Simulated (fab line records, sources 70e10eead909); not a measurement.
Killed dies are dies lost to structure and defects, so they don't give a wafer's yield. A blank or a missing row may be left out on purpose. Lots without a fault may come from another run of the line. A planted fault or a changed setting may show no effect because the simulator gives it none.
Which tool did it? | flow nand_harc | 6 lots, 18 wafers sampled, at 1 step of a route of 1302

WHAT THE GAUGES READ, wafer by wafer
NHARC_A_BONDPAD_CD_MEAS_13.
lot  | measured     | on        | cd_nm (nm)
L416 | day 23 07:33 | cd_sem-01 | 499.2 497.7 500.4
L419 | day 24 08:09 | cd_sem-02 | 502.9 500.7 495.7
L422 | day 25 08:54 | cd_sem-01 | 497.8 499.2 499.6
L425 | day 26 23:28 | cd_sem-02 | 497.6 501.2 501.0
L431 | day 30 09:22 | cd_sem-03 | 499.5 497.4 495.1
L434 | day 31 02:42 | cd_sem-01 | 500.5 496.5 494.1

WHICH TOOL RAN EACH LOT (tool, then ch and the chambers of the sampled wafers, then the start)
The record holds no process step before these readings.

THE ANSWER, worked out from the rows above alone
Rule: what is usual is taken from the lots themselves. Put in order of their means at a reading, lots are off if they are a third of the lots or fewer, leave a main group of 4 or more, and stand apart from it by a gap of 3 or more times the standard deviation of the main group's means; of several such gaps the widest counts. A main group whose means are all the same, to the digits that the tables above print for the reading, isn't used. A lot without any number at a reading at which 4 lots or more have one is off too. The other lots that the step has rows for count as sound.
Off: L431, L434, at NHARC_A_BONDPAD_CD_MEAS_13 (cd_nm). The main group: mean 499.4 nm, standard deviation 0.45.
A tool fits if, at a process step before that reading, it ran every lot that is off, and no sound lot after the first of them. The gauges at NHARC_A_BONDPAD_CD_MEAS_13 are tried like those tools. None of those tried fits.

WHAT THE SIMULATOR HAD PUT IN
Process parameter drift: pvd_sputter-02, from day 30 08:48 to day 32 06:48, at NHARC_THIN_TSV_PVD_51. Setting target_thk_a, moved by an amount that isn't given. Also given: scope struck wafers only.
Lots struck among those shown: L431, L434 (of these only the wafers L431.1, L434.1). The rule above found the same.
